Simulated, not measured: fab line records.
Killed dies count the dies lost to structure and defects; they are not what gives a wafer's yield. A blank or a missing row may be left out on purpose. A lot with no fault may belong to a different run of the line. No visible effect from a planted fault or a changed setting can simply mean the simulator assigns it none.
Matching of chambers -- flow nand-harc -- NHARC_P_GATE_ALD_36 on ald-sin-01 has 4 sister chambers
The step deposits SiNx, target thk 20 nm, pulse time 60 s, ald cycles 223. 8 wafers are shown with their chamber, then 7 later ones without.

== WAFERS, EACH WITH ITS CHAMBER ==
wafer,chamber,heater-power-outer-w (W),heater-power-w (W)
L080.2,1,505,868
L080.3,2,561,845
L080.5,1,513,879
L083.2,3,440,700
L083.5,3,440,715
L083.6,0,399,669
L087.3,0,404,664
L087.4,2,564,859

== WAFERS WITHOUT THEIR CHAMBER ==
wafer,heater-power-outer-w (W),heater-power-w (W)
L087.6,431,683
L090.4,523,865
L090.2,391,681
L090.5,506,851
L094.1,507,864
L094.2,555,887
L094.3,431,675

== THE CHAMBER EACH PASSED THROUGH ==
wafer,from the rows above,in truth
L087.6,3,3
L090.4,1,1
L090.2,0,0
L090.5,1,1
L094.1,1,1
L094.2,2,2
L094.3,3,3
Correctly placed: 7 of 7. Not placeable from these rows: 0. Number placed wrongly: 0.
How it was worked out, from the rows above alone: a wafer's distance from a chamber is the root of the sum, over the readings, of the square of ((its reading less the chamber's mean) divided by the reading's scatter). If the next closest chamber is less than 2 further off than the closest, the wafer can't be placed; otherwise it belongs to the closest. A chamber's mean is the mean of its shown wafers. The scatter is the square root of a quotient: the sum, over the shown wafers, of each reading's squared deviation from its chamber's mean, divided by wafers minus chambers.
